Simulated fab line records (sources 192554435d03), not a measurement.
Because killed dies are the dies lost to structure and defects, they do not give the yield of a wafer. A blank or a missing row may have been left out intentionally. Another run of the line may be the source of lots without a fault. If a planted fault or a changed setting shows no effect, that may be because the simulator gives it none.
Split-lot study / flow n5-finfet / 36 wafers read from 7 lots, route of 1938 steps

THE SPLIT ITSELF
At N5_BEOL_M3_ETCH_64 (etches SOC in N2/H2, target depth 75 nm, overetch 15 nm, time 112.5 s), the setting time-s was moved away from the recipe's 112.5 s on 12 of the 36 wafers read, by +26.3% to +57.2%. This setting was run at the recipe's value on the other wafers.

FROM THE SPLIT TO THE READING: what the file shows between them, 10 steps
- N5_BEOL_M3_STRIP_65: strips in N2/H2
- N5_BEOL_M3_STRIP_75: strips in N2/H2
- N5_BEOL_M3_STRIP_66: strips in CF4
- N5_BEOL_M3_HM_OPEN_17: chemistry Cl2/BCl3, target TiN, target depth 20 nm, overetch 6 nm
- N5_BEOL_M3_STRIP_19: strips in O2
- N5_BEOL_M3_CD_MEAS_18: pitch 36 nm, target cd 18 nm
- N5_BEOL_M3_COAT_67: time 60 s, resist thk 60 nm
- N5_BEOL_M3_COAT_68: time 60 s, resist thk 12 nm
- N5_BEOL_M3_PRECLEAN_42: cleans in residue remover, time 60 s
- N5_BEOL_M3_SRD_43: time 30 s

THE READING
cd-nm, in nm, at N5_BEOL_M3_CD_MEAS_35 (target cd 18 nm, target cd y 21 nm). Fault-free wafers of this fab line usually give 18.1 nm, standard deviation 0.33 nm.

wafer=L074.1; tool, chamber at the split=rie-diel-02, 0; time-s as run, s=112.5; against the recipe=recipe; cd-nm, nm=17.9; against lot-mates on the recipe=-
wafer=L074.2; tool, chamber at the split=rie-diel-02, 2; time-s as run, s=112.5; against the recipe=recipe; cd-nm, nm=18.4; against lot-mates on the recipe=-
wafer=L074.3; tool, chamber at the split=rie-diel-02, 3; time-s as run, s=112.5; against the recipe=recipe; cd-nm, nm=18.4; against lot-mates on the recipe=-
wafer=L074.4; tool, chamber at the split=rie-diel-02, 1; time-s as run, s=112.5; against the recipe=recipe; cd-nm, nm=18.2; against lot-mates on the recipe=-
wafer=L074.5; tool, chamber at the split=rie-diel-02, 1; time-s as run, s=112.5; against the recipe=recipe; cd-nm, nm=18.1; against lot-mates on the recipe=-
wafer=L074.6; tool, chamber at the split=rie-diel-02, 0; time-s as run, s=112.5; against the recipe=recipe; cd-nm, nm=17.3; against lot-mates on the recipe=-
wafer=L077.1; tool, chamber at the split=rie-diel-04, 0; time-s as run, s=112.5; against the recipe=recipe; cd-nm, nm=17.9; against lot-mates on the recipe=-
wafer=L077.3; tool, chamber at the split=rie-diel-04, 1; time-s as run, s=112.5; against the recipe=recipe; cd-nm, nm=17.8; against lot-mates on the recipe=-
wafer=L077.5; tool, chamber at the split=rie-diel-04, 2; time-s as run, s=112.5; against the recipe=recipe; cd-nm, nm=18.6; against lot-mates on the recipe=-
wafer=L080.1; tool, chamber at the split=rie-diel-04, 2; time-s as run, s=112.5; against the recipe=recipe; cd-nm, nm=18.8; against lot-mates on the recipe=-
wafer=L080.2; tool, chamber at the split=rie-diel-04, 0; time-s as run, s=112.5; against the recipe=recipe; cd-nm, nm=17.8; against lot-mates on the recipe=-
wafer=L080.3; tool, chamber at the split=rie-diel-04, 1; time-s as run, s=142.1; against the recipe=+26.3%; cd-nm, nm=18.3; against lot-mates on the recipe=+0.1
wafer=L080.4; tool, chamber at the split=rie-diel-04, 3; time-s as run, s=112.5; against the recipe=recipe; cd-nm, nm=18.0; against lot-mates on the recipe=-
wafer=L080.5; tool, chamber at the split=rie-diel-04, 1; time-s as run, s=142.1; against the recipe=+26.3%; cd-nm, nm=18.5; against lot-mates on the recipe=+0.3
wafer=L080.6; tool, chamber at the split=rie-diel-04, 0; time-s as run, s=142.1; against the recipe=+26.3%; cd-nm, nm=18.7; against lot-mates on the recipe=+0.5
wafer=L081.1; tool, chamber at the split=rie-diel-04, 3,1; time-s as run, s=112.5; against the recipe=recipe; cd-nm, nm=17.7; against lot-mates on the recipe=-
wafer=L081.2; tool, chamber at the split=rie-diel-04, 1; time-s as run, s=112.5; against the recipe=recipe; cd-nm, nm=17.9; against lot-mates on the recipe=-
wafer=L081.3; tool, chamber at the split=rie-diel-04, 2; time-s as run, s=175; against the recipe=+55.6%; cd-nm, nm=19.9; against lot-mates on the recipe=+2.2
wafer=L081.4; tool, chamber at the split=rie-diel-04, 3; time-s as run, s=175; against the recipe=+55.6%; cd-nm, nm=19.5; against lot-mates on the recipe=+1.8
wafer=L081.5; tool, chamber at the split=rie-diel-04, 2; time-s as run, s=175; against the recipe=+55.6%; cd-nm, nm=20.1; against lot-mates on the recipe=+2.4
wafer=L081.6; tool, chamber at the split=rie-diel-04, 3,1; time-s as run, s=112.5; against the recipe=recipe; cd-nm, nm=17.6; against lot-mates on the recipe=-
wafer=L084.1; tool, chamber at the split=rie-diel-04, 2; time-s as run, s=112.5; against the recipe=recipe; cd-nm, nm=17.9; against lot-mates on the recipe=-
wafer=L084.2; tool, chamber at the split=rie-diel-04, 1,3; time-s as run, s=112.5; against the recipe=recipe; cd-nm, nm=18.3; against lot-mates on the recipe=-
wafer=L084.3; tool, chamber at the split=rie-diel-04, 3; time-s as run, s=162.9; against the recipe=+44.8%; cd-nm, nm=19.5; against lot-mates on the recipe=+1.5
wafer=L084.4; tool, chamber at the split=rie-diel-04, 2; time-s as run, s=162.9; against the recipe=+44.8%; cd-nm, nm=19.9; against lot-mates on the recipe=+1.9
wafer=L084.5; tool, chamber at the split=rie-diel-04, 1; time-s as run, s=162.9; against the recipe=+44.8%; cd-nm, nm=19.1; against lot-mates on the recipe=+1.1
wafer=L084.6; tool, chamber at the split=rie-diel-04, 1,3; time-s as run, s=112.5; against the recipe=recipe; cd-nm, nm=17.8; against lot-mates on the recipe=-
wafer=L088.1; tool, chamber at the split=rie-diel-04, 3; time-s as run, s=176.8; against the recipe=+57.2%; cd-nm, nm=19.6; against lot-mates on the recipe=+1.5
wafer=L088.2; tool, chamber at the split=rie-diel-04, 2; time-s as run, s=176.8; against the recipe=+57.2%; cd-nm, nm=19.8; against lot-mates on the recipe=+1.7
wafer=L088.3; tool, chamber at the split=rie-diel-04, 0; time-s as run, s=112.5; against the recipe=recipe; cd-nm, nm=18.1; against lot-mates on the recipe=-
wafer=L088.4; tool, chamber at the split=rie-diel-04, 3; time-s as run, s=112.5; against the recipe=recipe; cd-nm, nm=18.1; against lot-mates on the recipe=-
wafer=L088.5; tool, chamber at the split=rie-diel-04, 2; time-s as run, s=112.5; against the recipe=recipe; cd-nm, nm=18.2; against lot-mates on the recipe=-
wafer=L088.6; tool, chamber at the split=rie-diel-04, 0; time-s as run, s=176.8; against the recipe=+57.2%; cd-nm, nm=19.6; against lot-mates on the recipe=+1.5
wafer=L096.2; tool, chamber at the split=rie-diel-04, 0; time-s as run, s=112.5; against the recipe=recipe; cd-nm, nm=18.3; against lot-mates on the recipe=-
wafer=L096.3; tool, chamber at the split=rie-diel-04, 1; time-s as run, s=112.5; against the recipe=recipe; cd-nm, nm=17.8; against lot-mates on the recipe=-
wafer=L096.5; tool, chamber at the split=rie-diel-04, 3; time-s as run, s=112.5; against the recipe=recipe; cd-nm, nm=18.2; against lot-mates on the recipe=-
The file does not say which wafer passed through which chamber wherever a row lists several chambers: such a row stands for several wafers.

FIT RESULTS
A straight line over all 36 wafers: cd-nm changes by +0.0301 nm for each +1% of time-s; r = +0.91; the points scatter about the line by 0.32 nm.
The same after taking each lot's own level away (the mean of its wafers on the recipe; 36 wafers): +0.0315 nm for each +1%; r = +0.90; scatter 0.35 nm.
The reading moves by 1.8 nm for the largest change in time-s, on that fit.
From 17.73 to 18.20 nm: that is the span of the lots' own levels, equal to 1.4 times the standard deviation above.
The two slopes are in agreement: the lot-to-lot level therefore moves the slope only a little.
Check: +1.81 nm against its lot-mates is what the line predicts for one of the wafers moved furthest among these (+57.2%) when that wafer is left out of the fit. Against them it came out at +1.47 nm.

THE WHOLE CHAIN: every reading that the file lists as answering this split, in the file's order
step=N5_BEOL_M3_ETCH_64; what it does=etches SOC in N2/H2, target depth 75 nm, overetch 15 nm, time 112.5 s; reading=SiARC_of_BEOL_M3_COAT_62.thk-nm (the simulator's own value, which no gauge read); change (the file's fit)=-0.0529 nm for each +1% of the setting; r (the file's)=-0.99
step=N5_BEOL_M3_ETCH_64; what it does=etches SOC in N2/H2, target depth 75 nm, overetch 15 nm, time 112.5 s; reading=BEOL_M3.cd-offset-nm (the simulator's own value, which no gauge read); change (the file's fit)=+0.0209 nm for each +1% of the setting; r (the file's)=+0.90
step=N5_BEOL_M3_HM_OPEN_17; what it does=chemistry Cl2/BCl3, target TiN, target depth 20 nm, overetch 6 nm; reading=etch.depth-nm (the simulator's own value, which no gauge read); change (the file's fit)=not straight: 20.05 at the lowest setting, 19.99 at the recipe, 13.6 at the highest; r (the file's)=not given
step=N5_BEOL_M3_CD_MEAS_18; what it does=pitch 36 nm, target cd 18 nm; reading=cd-nm; change (the file's fit)=+0.0277 nm for each +1% of the setting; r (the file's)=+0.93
step=N5_BEOL_M3_CD_MEAS_35; what it does=target cd 18 nm, target cd y 21 nm; reading=cd-nm; change (the file's fit)=+0.0308 nm for each +1% of the setting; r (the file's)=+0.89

FILE'S OWN FIT
cd-nm changes by +0.0308 nm for each +1% of time-s, r = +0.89.
